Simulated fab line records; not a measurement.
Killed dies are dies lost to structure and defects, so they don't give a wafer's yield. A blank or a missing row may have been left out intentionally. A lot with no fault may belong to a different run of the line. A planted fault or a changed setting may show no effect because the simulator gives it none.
fab line records    flow n5Finfet
[record] lots = 11  wafers = 31  lastDay = 19
route steps=1938 shown BEOL_M8@1332 PASSIVATION@1936
lots that met no fault: from a run of the same line without faults
startH: hours from the record's first day to the start of the lot's first wafer shown    waitH: how many hours have passed since the lot's step before this one    " identical to the entry in the row above    L1.1+2: a single row standing in for several wafers    - no value present, or no start provided    * or withheld: withheld    < > ~ a bound
route shown NAME@n: names a module that has steps shown in the file, with the first one's number in the route    usual: mean and standard deviation over wafers with no fault    same: alike in all rows    chamber/n: place in a boat    sites: each site's reading    _std_site: how widely they spread, as a standard deviation    _edge_site: outer sites' mean less inner sites'    radiusMm: for every site, how far away it sits from the centre of the wafer    mask NAME#n: copy n    behind: the most recent tool/chamber to have shaped the wafer    hold: why the lot was held/for how many hours/how that ended    device: names the non-switching transistor (n, p or np)    end of line: at the end of the route, the tests of the same wafers    step lacking rows: just its recipe    killed: the dies lost at the first sort to structure and to defects; this is not the yield of the wafer    map: shows each die of a wafer: x if killed, . if not, _ if none is there
set.NAME: the run value of the setting; set.NAME@STEP: its run value at that earlier step    model.NAME: the simulator's own value behind a step, which no gauge read
the route's steps for a sample of lots (tables are steps, rows are wafers)
services: when a tool's chamber went out of use (startH, in hours from the record's first day, below 0 if earlier), for how many hours, and the reason
[[steps]]
[step N5_BEOL_M8_ILD_DEP_00]
[recipe] material = SiCOH_lowk  targetThkA = 1797.5  tempC = 300  precursor = DEMS/porogen  pressureTorr = 5  rfW = 500  timeS = 33.4
[usual] heaterPowerW = 327/50  showerheadPlenumPTorr = 5.740/0.016  throttleValvePct = 13.9/0.91
lot.wafer  tool      chamber  startH  waitH  heaterPowerW  showerheadPlenumPTorr  sinceWetCleanH  throttleValvePct
L810.1     pecvd-04  0        202.08  0.0    383           5.725                  1268            15.6
L810.2     "         1        "       "      230           5.737                  1993            14.6
L810.5     "         0        "       "      388           5.720                  -               15.8
L812.1     pecvd-04  2        206.82  0.0    305           5.752                  519             13.7
L812.2     "         0        "       "      367           5.719                  1273            15.5
L812.5     "         2        "       "      307           5.741                  -               13.9
L811.1     pecvd-01  0        207.09  0.0    404           5.728                  911             14.2
L811.2     "         1        "       "      301           5.746                  1636            13.3
L811.5     "         1        "       "      307           5.764                  -               13.3
L820.2     pecvd-01  1        246.05  0.0    293           5.773                  1675            13.4
L820.5     "         1        "       "      301           5.766                  -               13.7
L824.1     pecvd-01  1        282.79  0.0    306           5.758                  1712            13.3
L824.5     "         2        "       "      350           5.751                  -               12.8
L824.6     "         0        "       "      378           5.742                  -               14.1
L823.1     pecvd-04  0        295.09  0.0    415           5.725                  1361            15.5
L823.3     "         2        "       "      293           5.752                  607             13.6
L823.5     "         1        "       "      252           5.717                  -               14.4
L826.2     pecvd-04  2        297.11  0.0    276           5.749                  609             13.8
L826.4     "         2        "       "      288           5.746                  -               13.8
L825.1     pecvd-01  0        314.70  0.0    358           5.735                  1019            14.3
L825.2     "         1        "       "      258           5.767                  1744            13.1
L825.5     "         1        "       "      266           5.759                  -               13.1
L827.1     pecvd-01  1        326.38  0.0    282           5.772                  1755            13.4
L827.2     "         2        "       "      353           5.733                  276             12.9
L827.6     "         2        "       "      354           5.744                  -               13.3
L831.2     pecvd-02  2        346.19  0.0    302           5.741                  115             12.7
L831.5     "         2        "       "      307           5.744                  -               12.5
L831.6     "         1        "       "      400           5.739                  -               14.5
L830.2     pecvd-04  2        384.86  0.0    282           5.743                  697             14.2
L830.3     "         2        "       "      290           5.757                  -               13.9
L830.6     "         2        "       "      307           5.752                  -               14.2
[step N5_BEOL_M8_HM_DEP_02]
[recipe] material = TiN  targetThkA = 200  tempC = 25  chamberPressurePa = 0.49996
[usual] throttleValvePct = 30.4/1.4
lot.wafer  tool           chamber  startH  waitH  throttleValvePct
L810.1     pvdSputter-02  -        204.62  1.9    30.0
L810.2     "              -        "       "      30.2
L810.5     "              -        "       "      30.0
L812.1     pvdSputter-03  -        209.23  1.8    27.2
L812.2     "              -        "       "      30.2
L812.5     "              -        "       "      29.1
L811.1     pvdSputter-03  -        209.51  1.6    27.5
L811.2     "              -        "       "      28.7
L811.5     "              -        "       "      29.4
L820.2     pvdSputter-01  -        248.73  2.0    31.0
L820.5     "              -        "       "      30.9
L824.1     pvdSputter-01  -        284.95  1.5    31.3
L824.5     "              -        "       "      31.3
L824.6     "              -        "       "      31.1
L823.1     pvdSputter-01  -        295.76  0.0    30.8
L823.3     "              -        "       "      30.9
L823.5     "              -        "       "      32.7
L826.2     pvdSputter-01  -        297.80  0.1    31.1
L826.4     "              -        "       "      31.0
L825.1     pvdSputter-03  -        315.96  0.6    29.3
L825.2     "              -        "       "      28.7
L825.5     "              -        "       "      28.8
L827.1     pvdSputter-03  -        330.04  2.5    30.3
L827.2     "              -        "       "      29.3
L827.6     "              -        "       "      29.5
L831.2     pvdSputter-01  -        349.05  2.2    32.5
L831.5     "              -        "       "      32.5
L831.6     "              -        "       "      30.8
L830.2     pvdSputter-01  -        388.29  2.8    31.1
L830.3     "              -        "       "      31.3
L830.6     "              -        "       "      31.3
[step N5_BEOL_M8_CD_MEAS_28]
[recipe] targetCdNm = 40  landingEnergyEv = 500  detector = seInlens
[usual] cdNm = 40.00/0.21
lot.wafer  tool      chamber  startH  waitH  cdNm
L810.1     cdSem-02  0        206.97  -      39.80
L810.2     "         0        "       "      39.84
L810.5     "         0        "       "      40.10
L811.1     cdSem-03  0        211.94  -      40.15
L811.2     "         0        "       "      40.14
L811.5     "         0        "       "      39.94
L812.1     cdSem-01  0        211.98  -      39.71
L812.2     "         0        "       "      40.16
L812.5     "         0        "       "      40.23
L820.2     cdSem-02  0        255.19  -      39.60
L820.5     "         0        "       "      40.02
L824.1     cdSem-03  0        292.20  -      40.00
L824.5     "         0        "       "      40.29
L824.6     "         0        "       "      40.24
L823.1     cdSem-02  0        297.34  -      39.70
L823.3     "         0        "       "      40.12
L823.5     "         0        "       "      40.04
L826.2     cdSem-02  0        301.38  -      39.90
L826.4     "         0        "       "      39.87
L825.1     cdSem-03  0        317.58  -      39.85
L825.2     "         0        "       "      40.17
L825.5     "         0        "       "      39.92
L827.1     cdSem-03  0        332.46  -      39.91
L827.2     "         0        "       "      40.01
L827.6     "         0        "       "      39.65
L831.2     cdSem-01  0        350.86  -      39.83
L831.5     "         0        "       "      40.01
L831.6     "         0        "       "      40.12
L830.2     cdSem-03  0        391.51  -      40.05
L830.3     "         0        "       "      40.06
L830.6     "         0        "       "      40.21
[step N5_BEOL_M8_ETCH_65]
[recipe] chemistry = CF4  target = SiARC  targetDepthA = 156  maskMaterial = CAR-EUV  timeS = 26  ionEnergyEv = 80  pressureMtorr = 40  sourceW = 545  biasW = 36  Ar_flow_sccm = 100  cf4FlowSccm = 100  ends = cleared
[usual] biasW = 36.01/0.11  cf4FlowSccm = 100.0/0.34  drypumpMotorCurrentA = 5.8/0.42  etchRfOnTimeS = 26.2/0.66  oesProductAu = 0.68/0.097  rfVppV = 184.2/1.3  showerheadPlenumPTorr = 2.15/0.083  throttleValvePct = 15.6/0.3
lot.wafer  tool        chamber  startH  waitH  biasW  cf4FlowSccm  drypumpMotorCurrentA  etchRfOnTimeS  oesProductAu  rfHoursCounterH  rfVppV  showerheadPlenumPTorr  throttleValvePct
L810.1     rieDiel-05  3        207.33  0.0    35.97  100.2        6.1                   25.8           0.62          211              183.1   2.03                   15.7
L810.2     "           0        "       "      36.15  100.2        6.1                   25.7           0.60          245              183.4   2.03                   15.6
L810.5     "           0        "       "      36.06  99.8         6.1                   25.7           0.59          -                182.6   2.03                   15.6
L811.1     rieDiel-03  3        212.49  0.0    35.76  100.3        5.1                   26.9           0.60          200              182.3   2.04                   16.0
L811.2     "           1        "       "      36.11  99.3         6.1                   26.1           0.85          2                183.9   2.11                   15.0
L811.5     "           0        "       "      35.86  100.0        6.2                   26.6           0.58          -                184.1   2.21                   15.9
L812.1     rieDiel-03  3        212.89  0.0    36.15  99.6         5.1                   27.2           0.60          200              183.3   2.04                   15.9
L812.2     "           0        "       "      36.08  99.7         6.2                   26.8           0.58          218              185.4   2.21                   15.9
L812.5     "           3        "       "      36.05  100.2        5.1                   27.2           0.60          -                183.1   2.04                   15.9
L820.2     rieDiel-03  1        255.36  0.0    36.04  99.8         6.1                   26.0           0.81          20               181.9   2.10                   15.1
L820.5     "           2        "       "      35.93  100.1        5.2                   25.8           0.81          -                183.4   2.11                   15.5
L824.1     rieDiel-03  0        292.66  0.0    35.95  70.4         6.2                   28.5           0.54          247              184.6   1.98                   14.7
L824.5     "           3        "       "      35.94  100.0        5.1                   27.0           0.57          -                182.7   2.03                   16.0
L824.6     "           2        "       "      36.13  99.1         5.2                   25.8           0.77          -                183.2   2.10                   15.5
L823.1     rieDiel-03  0        297.52  0.0    36.19  69.6         6.2                   28.1           0.55          249              185.1   1.98                   14.8
L823.3     "           2        "       "      36.10  100.3        5.2                   25.8           0.77          29               182.6   2.10                   15.5
L823.5     "           0        "       "      36.26  69.9         6.2                   28.0           0.55          -                185.8   1.98                   14.8
L826.2     rieDiel-05  1        301.56  0.0    36.01  99.4         5.5                   25.9           0.78          12               184.4   2.10                   15.4
L826.4     "           2        "       "      35.96  99.8         6.1                   26.4           0.59          -                185.5   2.19                   15.9
L825.1     rieDiel-05  1        317.76  0.0    35.87  99.9         5.5                   26.1           0.76          18               183.9   2.10                   15.4
L825.2     "           0        "       "      35.73  99.8         6.1                   25.3           0.77          35               185.2   2.27                   15.2
L825.5     "           1        "       "      35.92  99.3         5.5                   25.9           0.76          -                183.1   2.10                   15.4
L827.1     rieDiel-05  2        332.63  0.0    35.99  100.1        6.2                   26.5           0.59          236              184.3   2.19                   15.9
L827.2     "           3        "       "      36.00  100.3        6.1                   24.9           0.86          2                185.9   2.27                   15.3
L827.6     "           1        "       "      35.88  100.0        5.5                   26.0           0.75          -                181.3   2.10                   15.4
L831.2     rieDiel-05  0        351.03  0.0    36.04  100.1        6.1                   25.2           0.74          46               185.0   2.26                   15.2
L831.5     "           0        "       "      36.01  99.7         6.1                   25.2           0.73          -                187.0   2.26                   15.2
L831.6     "           1        "       "      36.04  99.8         5.5                   25.6           0.76          -                184.5   2.10                   15.4
L830.2     rieDiel-05  1        391.69  0.0    35.90  100.1        5.5                   25.7           0.73          39               182.0   2.09                   15.5
L830.3     "           0        "       "      36.02  100.1        6.1                   24.9           0.72          57               185.7   2.26                   15.2
L830.6     "           3        "       "      36.12  100.1        6.1                   25.2           0.81          -                186.0   2.27                   15.3
[step N5_PASSIVATION_PROBE_49]
[usual] defectLimitedYield = 91.3/1.7  killed_at_M0_to_M3 = 33/9.9  killed_at_M4_up = 14/6.4  killedAtContacts = 12/7  killedAtFrontEnd = 41/13  killedAtOther = 3.1/2.9  killedDies = 103/20  killedOpen = 67/14  killedShort = 34/9.4  sort_bin_5_function = 5.1/1.1  sort_bin_6_memory = 3.2/0.79  sort_bin_8_speed = 0.02/0.15  sortNPass = 1077/21  sortYieldPct = 91.2/1.7
[same] grossDies = 1180  killedAtBackSide = 0  sort_bin_4_leakage[%] = 0
lot.wafer  tool       chamber  startH  waitH  defectLimitedYield[%]  killed_at_M0_to_M3  killed_at_M4_up  killedAtContacts  killedAtFrontEnd  killedAtOther  killedDies  killedOpen  killedShort  sort_bin_5_function[%]  sort_bin_6_memory[%]  sort_bin_8_speed[%]  sortNPass  sortYieldPct[%]
L823.1     prober-01  -        362.88  0.0    89.7                   39                  8                26                44                5              122         71          51           5.1                     4.8                   0                    1058       89.7
L823.3     prober-01  -        362.98  0.1    89.7                   48                  12               7                 53                2              122         77          44           4.7                     4.9                   0                    1058       89.7
L823.5     prober-01  -        363.08  0.2    87.9                   53                  14               29                43                4              143         91          49           6.9                     5.0                   0                    1037       87.9
// killed by level:class
L823.1 MOL_CONTACT_COAG:geometricParticle:open=19 BEOL_M0_SAQP:geometricParticle:short=14 FIN_SAQP:geometricParticle:short=9 STI_FIN_REVEAL:geometricParticle:open=8 BEOL_M0_SAQP:geometricParticle:open=8 FIN_SAQP:geometricParticle:open=7 MOL_CONTACT_COAG:geometricParticle:short=7 BEOL_M3:geometricParticle:open=6
L823.3 BEOL_M3:geometricParticle:open=16 FIN_SAQP:geometricParticle:short=15 STI_FIN_REVEAL:geometricParticle:open=11 FIN_SAQP:geometricParticle:open=9 GATE_CUT:geometricParticle:short=9 BEOL_M0_SAQP:geometricParticle:short=8 BEOL_M4:geometricParticle:open=8 MOL_CONTACT_COAG:geometricParticle:open=7
L823.5 MOL_CONTACT_COAG:geometricParticle:open=24 BEOL_M3:geometricParticle:open=12 BEOL_M2:geometricParticle:open=11 FIN_SAQP:geometricParticle:open=10 FIN_SAQP:geometricParticle:short=9 STI_FIN_REVEAL:geometricParticle:open=9 GATE_CUT:geometricParticle:short=7 BEOL_M0_SAQP:geometricParticle:short=7
[[services]]
tool           chamber  startH  hours  kind
rieDiel-05     0        218.65  -      clean
rieDiel-05     0        218.65  -      consumableReplace:focusRing
rieDiel-05     0        218.65  -      consumableReplace:showerhead
pecvd-02       -        231.82  5.6    repair
pecvd-04       0        231.97  6.2    repair
rieDiel-05     1        237.91  6.5    repair
rieDiel-05     1        244.59  -      clean
rieDiel-05     1        244.59  -      consumableReplace:focusRing
rieDiel-05     1        244.59  22.0   scheduledDown
rieDiel-05     1        244.59  22.0   ventCycle
rieDiel-03     0        258.93  7.9    repair
rieDiel-03     1        266.71  8.6    repair
pvdSputter-02  -        269.38  29.2   repair
rieDiel-03     1        289.50  8.2    repair
rieDiel-05     3        299.94  -      clean
rieDiel-05     3        299.94  -      consumableReplace:focusRing
rieDiel-05     3        299.94  -      consumableReplace:showerhead
rieDiel-05     3        299.94  23.6   scheduledDown
rieDiel-05     3        299.94  23.6   ventCycle
rieDiel-05     1        308.63  4.9    repair
rieDiel-03     2        309.62  9.7    repair
rieDiel-05     1        329.31  1.2    repair
pvdSputter-03  -        355.87  6.6    repair
rieDiel-05     2        384.30  -      clean
[[key]]
[firstSign] step = N5_BEOL_M8_ETCH_65  reading = cf4FlowSccm  direction = down  sigmas = 89  usual = 100.0  struck = 70.0
[effect] step = N5_BEOL_M8_ETCH_65  reading = throttleValvePct  direction = down  sigmas = 2.9  usual = *  struck = *
metAt N5_BEOL_M8_ETCH_65
struckLots L823,L824
struckWafers L823.1,L823.5,L824.1
notActingAt N5_BEOL_M8_ILD_DEP_00,N5_BEOL_M8_HM_DEP_02,N5_BEOL_M8_CD_MEAS_28
onsetBetween 212.89 292.66
[fault] kind = processParameterDrift  tool = rieDiel-03  chamber = 0  onsetH = 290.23  steps = N5_BEOL_M8_ETCH_65  channel = cf4FlowSccm  offset = -30  shape = step  endH = 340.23  actsIn = theseRecipesOnly  stated = 100
